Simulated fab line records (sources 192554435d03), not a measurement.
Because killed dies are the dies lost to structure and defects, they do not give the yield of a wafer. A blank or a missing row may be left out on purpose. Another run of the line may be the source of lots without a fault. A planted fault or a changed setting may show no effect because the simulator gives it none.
What tool caused it? + flow n5-finfet + 69 wafers from 23 lots sampled at 5 of the route's 1938 steps

WHAT THE GAUGES SHOWED, per wafer
N5_BEOL_M7_THK_MEAS_01.
| lot  | measured     | on            | M7_ILD_THK (nm)   |
|------|--------------|---------------|-------------------|
| L076 | day 9 09:14  | film-metro-01 | 153.6 158.9 156.6 |
| L077 | day 9 11:23  | film-metro-01 | 155.9 154.1 157.3 |
| L074 | day 9 20:04  | film-metro-01 | 150.4 152.9 154.1 |
| L079 | day 10 00:49 | film-metro-02 | 153.1 156.2 157.8 |
| L078 | day 10 05:48 | film-metro-02 | 154.6 153.1 155.0 |
| L080 | day 10 07:04 | film-metro-01 | 151.7 150.2 156.5 |
| L081 | day 10 10:26 | film-metro-02 | 156.7 156.9 157.4 |
| L082 | day 11 00:36 | film-metro-01 | 153.6 158.1 155.8 |
| L083 | day 11 03:56 | film-metro-01 | 156.1 152.8 158.0 |
| L084 | day 11 15:13 | film-metro-02 | 153.4 158.3 157.1 |
| L085 | day 11 22:52 | film-metro-02 | 153.3 151.1 154.1 |
| L086 | day 12 00:23 | film-metro-01 | 155.4 156.2 156.0 |
| L087 | day 12 08:29 | film-metro-02 | 153.7 152.6 152.3 |
| L088 | day 12 16:48 | film-metro-01 | 155.4 159.2 156.4 |
| L089 | day 12 18:19 | film-metro-02 | 153.7 154.1 153.6 |
| L091 | day 12 21:43 | film-metro-02 | 154.8 155.9 158.0 |
| L090 | day 13 08:33 | film-metro-01 | 154.6 156.8 157.2 |
| L092 | day 13 14:50 | film-metro-01 | 151.4 155.7 153.9 |
| L094 | day 13 16:55 | film-metro-01 | 153.9 152.3 157.2 |
| L093 | day 13 17:19 | film-metro-02 | 152.9 157.1 155.6 |
| L095 | day 14 07:31 | film-metro-01 | 156.3 158.8 158.6 |
| L096 | day 14 12:53 | film-metro-01 | 154.0 158.0 157.0 |
| L097 | day 14 13:27 | film-metro-02 | 155.6 156.8 155.8 |

N5_BEOL_M7_CD_MEAS_18: pitch 80 nm, target cd 40 nm.
| lot  | measured     | on        | cd-nm (nm)     |
|------|--------------|-----------|----------------|
| L076 | day 9 11:58  | cd-sem-01 | 39.8 40.8 41.3 |
| L077 | day 9 13:38  | cd-sem-01 | 39.4 39.5 41.0 |
| L074 | day 9 22:26  | cd-sem-03 | 39.9 40.3 40.5 |
| L079 | day 10 02:44 | cd-sem-03 | 40.0 40.3 38.8 |
| L078 | day 10 08:52 | cd-sem-03 | 39.8 38.7 39.9 |
| L080 | day 10 08:59 | cd-sem-01 | 40.7 40.5 40.3 |
| L081 | day 10 11:55 | cd-sem-02 | 41.9 41.4 41.3 |
| L082 | day 11 02:29 | cd-sem-01 | 39.4 40.1 39.6 |
| L083 | day 11 05:54 | cd-sem-02 | 38.7 38.1 39.3 |
| L084 | day 11 17:51 | cd-sem-01 | 40.4 39.0 39.0 |
| L085 | day 12 01:53 | cd-sem-03 | 41.3 41.3 41.7 |
| L086 | day 12 03:28 | cd-sem-02 | 40.1 39.6 39.5 |
| L087 | day 12 10:21 | cd-sem-01 | 40.4 40.6 40.8 |
| L088 | day 12 18:45 | cd-sem-02 | 39.1 39.4 38.6 |
| L089 | day 12 22:42 | cd-sem-01 | 39.6 41.0 39.8 |
| L091 | day 13 00:21 | cd-sem-03 | 38.9 39.7 38.9 |
| L090 | day 13 10:56 | cd-sem-01 | 40.5 39.4 39.6 |
| L092 | day 13 16:28 | cd-sem-03 | 39.5 39.5 39.7 |
| L094 | day 13 21:12 | cd-sem-03 | 40.9 39.5 40.0 |
| L093 | day 13 21:20 | cd-sem-02 | 39.3 41.5 40.0 |
| L095 | day 14 08:41 | cd-sem-02 | 38.4 39.9 39.8 |
| L096 | day 14 14:36 | cd-sem-01 | 39.7 40.3 39.1 |
| L097 | day 14 14:55 | cd-sem-02 | 40.2 39.1 40.0 |

WHAT TOOL EACH LOT RAN ON (gives the tool, then ch and the chambers of the sampled wafers, and finally the start)
| lot  | N5_BEOL_M6_STRIP_36                | N5_BEOL_M6_DEP_56               | N5_BEOL_M7_ETCH_61                 |
|------|------------------------------------|---------------------------------|------------------------------------|
| L076 | rie-diel-05 ch 2,3, day 9 05:53    | pecvd-02 ch 0,2, day 9 08:31    | rie-diel-02 ch 0,1,3, day 9 11:23  |
| L077 | rie-diel-06 ch 1,2,3, day 9 06:04  | pecvd-04 ch 0,1, day 9 10:12    | rie-diel-01 ch 0,1,3, day 9 13:13  |
| L074 | rie-diel-05 ch 1,3, day 9 15:58    | pecvd-01 ch 0,1, day 9 19:21    | rie-diel-04 ch 1,2, day 9 21:56    |
| L079 | rie-diel-06 ch 0,2,3, day 9 20:59  | pecvd-02 ch 1,2, day 10 00:07   | rie-diel-01 ch 0,2,3, day 10 02:19 |
| L078 | rie-diel-05 ch 0,1,3, day 10 01:19 | pecvd-04 ch 0,1,2, day 10 04:38 | rie-diel-01 ch 0,1,3, day 10 08:16 |
| L080 | rie-diel-03 ch 0,2, day 10 01:52   | pecvd-04 ch 0,2, day 10 05:53   | rie-diel-01 ch 0,1, day 10 08:34   |
| L081 | rie-diel-03 ch 1,2, day 10 07:13   | pecvd-04 ch 0,2, day 10 09:44   | rie-diel-04 ch 0,2, day 10 11:29   |
| L082 | rie-diel-03 ch 2,3, day 10 21:14   | pecvd-02 ch 1,2, day 10 23:52   | rie-diel-02 ch 0,1,2, day 11 02:04 |
| L083 | rie-diel-03 ch 1,2,3, day 11 00:33 | pecvd-04 ch 0,2, day 11 03:14   | rie-diel-01 ch 1,2,3, day 11 05:29 |
| L084 | rie-diel-06 ch 0,3, day 11 09:25   | pecvd-02 ch 0,1,2, day 11 14:30 | rie-diel-02 ch 0,1,3, day 11 17:26 |
| L085 | rie-diel-05 ch 0,2,3, day 11 18:51 | pecvd-02 ch 0,1, day 11 22:10   | rie-diel-02 ch 1,2, day 12 01:28   |
| L086 | rie-diel-05 ch 1,3, day 11 20:19   | pecvd-04 ch 1,2, day 11 23:41   | rie-diel-01 ch 0,1, day 12 03:02   |
| L087 | rie-diel-03 ch 2,3, day 12 04:50   | pecvd-01 ch 1,2, day 12 07:46   | rie-diel-04 ch 2,3, day 12 09:55   |
| L088 | rie-diel-06 ch 0,3, day 12 13:26   | pecvd-04 ch 0,1,2, day 12 15:56 | rie-diel-04 ch 1,2,3, day 12 18:13 |
| L089 | rie-diel-06 ch 0,2,3, day 12 15:26 | pecvd-01 ch 0,1,2, day 12 17:37 | rie-diel-01 ch 0,1,3, day 12 22:09 |
| L091 | rie-diel-03 ch 0,2,3, day 12 17:57 | pecvd-01 ch 0,1, day 12 21:00   | rie-diel-04 ch 1,2, day 12 23:39   |
| L090 | rie-diel-05 ch 1,2,3, day 13 05:04 | pecvd-02 ch 0,2, day 13 07:50   | rie-diel-04 ch 0,1, day 13 10:31   |
| L092 | rie-diel-03 ch 0,1,2, day 13 10:00 | pecvd-04 ch 1,2, day 13 14:07   | rie-diel-01 ch 0,3, day 13 16:02   |
| L094 | rie-diel-05 ch 1,3, day 13 12:57   | pecvd-02 ch 0,1,2, day 13 16:13 | rie-diel-01 ch 1,2,3, day 13 20:39 |
| L093 | rie-diel-06 ch 0,1,2, day 13 13:10 | pecvd-04 ch 0,1,2, day 13 16:36 | rie-diel-01 ch 0,3, day 13 20:54   |
| L095 | rie-diel-03 ch 0,2,3, day 14 02:19 | pecvd-04 ch 0,1,2, day 14 06:49 | rie-diel-01 ch 0,1,2, day 14 08:16 |
| L096 | rie-diel-06 ch 1,2, day 14 09:16   | pecvd-02 ch 0,1,2, day 14 12:10 | rie-diel-01 ch 0,2,3, day 14 13:57 |
| L097 | rie-diel-03 ch 1,3, day 14 09:35   | pecvd-04 ch 0,1,2, day 14 12:43 | rie-diel-01 ch 0,2,3, day 14 14:19 |
- N5_BEOL_M6_STRIP_36: strips in N2/H2.
- N5_BEOL_M6_DEP_56: deposits SiCN from 3MS/NH3, target thk 10 nm, time 17.5 s.
- N5_BEOL_M7_ETCH_61: etches SiARC in CF4, target depth 45.5 nm, time 75.8 s.

AS READ BY THE TOOLS THEMSELVES (means over the sampled wafers that have a number; for cases with no such wafer, the mark the record gives instead)
N5_BEOL_M6_STRIP_36.
| lot  | tool        | drypump-motor-current-A (A) | h2-flow-sccm (sccm) | oes-product-au (a.u.) | rf-vpp-V (V) | showerhead-plenum-p-Torr (Torr) | throttle-valve-pct (%) |
|------|-------------|-----------------------------|---------------------|-----------------------|--------------|---------------------------------|------------------------|
| L076 | rie-diel-05 | 5.7                         | 200.1               | 0.70                  | 59.4         | 2.49                            | 23.91                  |
| L077 | rie-diel-06 | 5.1                         | 200.4               | 0.77                  | 58.9         | 2.52                            | 23.65                  |
| L074 | rie-diel-05 | 5.4                         | 200.1               | 0.79                  | 59.0         | 2.56                            | 23.67                  |
| L079 | rie-diel-06 | 5.0                         | 200.5               | 0.82                  | 60.5         | 2.56                            | 23.62                  |
| L078 | rie-diel-05 | 5.7                         | 200.3               | 0.80                  | 59.6         | 2.52                            | 23.61                  |
| L080 | rie-diel-03 | 6.1                         | 200.3               | 0.93                  | 58.6         | 2.53                            | 23.93                  |
| L081 | rie-diel-03 | 5.8                         | 200.0               | 0.88                  | 59.3         | 2.56                            | 23.97                  |
| L082 | rie-diel-03 | 5.7                         | 200.5               | 0.89                  | 61.1         | 2.61                            | 24.16                  |
| L083 | rie-diel-03 | 5.7                         | 199.9               | 0.88                  | 57.7         | 2.56                            | 23.91                  |
| L084 | rie-diel-06 | 5.1                         | 200.5               | 0.80                  | 60.0         | 2.60                            | 23.71                  |
| L085 | rie-diel-05 | 5.6                         | 200.3               | 0.75                  | 58.8         | 2.45                            | 23.69                  |
| L086 | rie-diel-05 | 5.8                         | 200.2               | 0.73                  | 59.2         | 2.53                            | 23.87                  |
| L087 | rie-diel-03 | 5.7                         | 199.8               | 0.86                  | 59.4         | 2.60                            | 24.19                  |
| L088 | rie-diel-06 | 5.1                         | 200.3               | 0.78                  | 60.4         | 2.59                            | 23.70                  |
| L089 | rie-diel-06 | 4.9                         | 199.5               | 0.80                  | 60.6         | 2.55                            | 23.67                  |
| L091 | rie-diel-03 | 5.9                         | 200.8               | 0.87                  | 59.5         | 2.57                            | 24.06                  |
| L090 | rie-diel-05 | 5.3                         | 200.1               | 0.73                  | 57.9         | 2.49                            | 23.79                  |
| L092 | rie-diel-03 | 6.0                         | 200.0               | 0.86                  | 59.8         | 2.51                            | 23.87                  |
| L094 | rie-diel-05 | 5.7                         | 199.7               | 0.70                  | 59.9         | 2.53                            | 23.89                  |
| L093 | rie-diel-06 | 5.3                         | 200.4               | 0.87                  | 60.0         | 2.50                            | 23.57                  |
| L095 | rie-diel-03 | 5.9                         | 200.7               | 0.85                  | 60.4         | 2.56                            | 24.09                  |
| L096 | rie-diel-06 | 5.5                         | 200.3               | 0.89                  | 59.7         | 2.45                            | 23.51                  |
| L097 | rie-diel-03 | 5.8                         | 200.3               | 0.86                  | 59.0         | 2.50                            | 23.68                  |

N5_BEOL_M6_DEP_56.
| lot  | tool     | showerhead-plenum-p-Torr (Torr) | throttle-valve-pct (%) |
|------|----------|---------------------------------|------------------------|
| L076 | pecvd-02 | 3.685                           | 8.6                    |
| L077 | pecvd-04 | 3.639                           | 9.3                    |
| L074 | pecvd-01 | 3.660                           | 8.9                    |
| L079 | pecvd-02 | 3.673                           | 9.2                    |
| L078 | pecvd-04 | 3.649                           | 9.5                    |
| L080 | pecvd-04 | 3.659                           | 9.6                    |
| L081 | pecvd-04 | 3.656                           | 9.6                    |
| L082 | pecvd-02 | 3.679                           | 9.0                    |
| L083 | pecvd-04 | 3.653                           | 9.3                    |
| L084 | pecvd-02 | 3.677                           | 8.9                    |
| L085 | pecvd-02 | 3.678                           | 8.9                    |
| L086 | pecvd-04 | 3.647                           | 9.9                    |
| L087 | pecvd-01 | 3.669                           | 8.7                    |
| L088 | pecvd-04 | 3.644                           | 9.4                    |
| L089 | pecvd-01 | 3.671                           | 8.8                    |
| L091 | pecvd-01 | 3.670                           | 8.9                    |
| L090 | pecvd-02 | 3.684                           | 8.6                    |
| L092 | pecvd-04 | 3.645                           | 9.9                    |
| L094 | pecvd-02 | 3.673                           | 9.0                    |
| L093 | pecvd-04 | 3.653                           | 9.6                    |
| L095 | pecvd-04 | 3.646                           | 9.6                    |
| L096 | pecvd-02 | 3.677                           | 9.0                    |
| L097 | pecvd-04 | 3.645                           | 9.5                    |

N5_BEOL_M7_ETCH_61.
| lot  | tool        | drypump-motor-current-A (A) | etch-rf-on-time-s (s) | oes-product-au (a.u.) | rf-vpp-V (V) | showerhead-plenum-p-Torr (Torr) | throttle-valve-pct (%) |
|------|-------------|-----------------------------|-----------------------|-----------------------|--------------|---------------------------------|------------------------|
| L076 | rie-diel-02 | 5.6                         | 77.3                  | 0.68                  | 184.7        | 2.15                            | 15.65                  |
| L077 | rie-diel-01 | 5.9                         | 76.5                  | 0.70                  | 184.1        | 2.13                            | 15.41                  |
| L074 | rie-diel-04 | 5.2                         | 75.5                  | 0.70                  | 184.5        | 2.13                            | 15.51                  |
| L079 | rie-diel-01 | 6.1                         | 75.4                  | 0.68                  | 183.8        | 2.09                            | 15.31                  |
| L078 | rie-diel-01 | 5.9                         | 77.3                  | 0.69                  | 183.2        | 2.12                            | 15.42                  |
| L080 | rie-diel-01 | 5.5                         | 74.2                  | 0.74                  | 183.8        | 2.11                            | 15.38                  |
| L081 | rie-diel-04 | 5.8                         | 80.3                  | 0.60                  | 183.9        | 2.11                            | 15.60                  |
| L082 | rie-diel-02 | 5.7                         | 76.5                  | 0.71                  | 184.6        | 2.19                            | 15.48                  |
| L083 | rie-diel-01 | 6.5                         | 77.7                  | 0.66                  | 184.1        | 2.12                            | 15.47                  |
| L084 | rie-diel-02 | 5.7                         | 76.8                  | 0.66                  | 183.9        | 2.14                            | 15.69                  |
| L085 | rie-diel-02 | 5.9                         | 74.0                  | 0.70                  | 184.7        | 2.22                            | 15.51                  |
| L086 | rie-diel-01 | 5.5                         | 75.6                  | 0.71                  | 183.6        | 2.11                            | 15.41                  |
| L087 | rie-diel-04 | 6.0                         | 78.7                  | 0.62                  | 183.4        | 2.05                            | 15.54                  |
| L088 | rie-diel-04 | 5.8                         | 74.9                  | 0.66                  | 183.9        | 2.09                            | 15.53                  |
| L089 | rie-diel-01 | 5.9                         | 76.7                  | 0.68                  | 184.4        | 2.12                            | 15.47                  |
| L091 | rie-diel-04 | 5.5                         | 76.8                  | 0.64                  | 183.3        | 2.08                            | 15.57                  |
| L090 | rie-diel-04 | 5.7                         | 78.8                  | 0.63                  | 184.5        | 2.20                            | 15.69                  |
| L092 | rie-diel-01 | 5.9                         | 78.1                  | 0.63                  | 183.1        | 2.10                            | 15.38                  |
| L094 | rie-diel-01 | 6.5                         | 78.4                  | 0.64                  | 184.1        | 2.11                            | 15.50                  |
| L093 | rie-diel-01 | 5.5                         | 75.6                  | 0.67                  | 182.9        | 2.08                            | 15.34                  |
| L095 | rie-diel-01 | 6.1                         | 75.5                  | 0.68                  | 184.4        | 2.10                            | 15.47                  |
| L096 | rie-diel-01 | 6.1                         | 75.9                  | 0.64                  | 183.4        | 2.08                            | 15.38                  |
| L097 | rie-diel-01 | 6.0                         | 76.3                  | 0.65                  | 183.9        | 2.08                            | 15.37                  |

THE ANSWER, worked out from the rows above alone
Rule: the usual values come from the lots themselves. Put in order of their means at a reading, lots are off if they are a third of the lots or fewer, leave a main group of 4 or more, and stand apart from it by a gap of 3 or more times the standard deviation of the main group's means; of several such gaps the widest counts. The tables above print the reading to a certain number of digits; a main group whose means all agree to those digits is not used. Also off: a lot with no number at a reading for which 4 or more lots have one. Where the step has rows for the other lots, those lots are counted as sound. First the gauges in route order, then the tools' own readings, where a lot's mean is used as printed above. The first step at which some lot is off is used, and at that step the reading that is off furthest; a lot without a number counts as furthest.
None of the lots is off at any reading shown; this tells nothing.

WHAT THE SIMULATOR PUT IN
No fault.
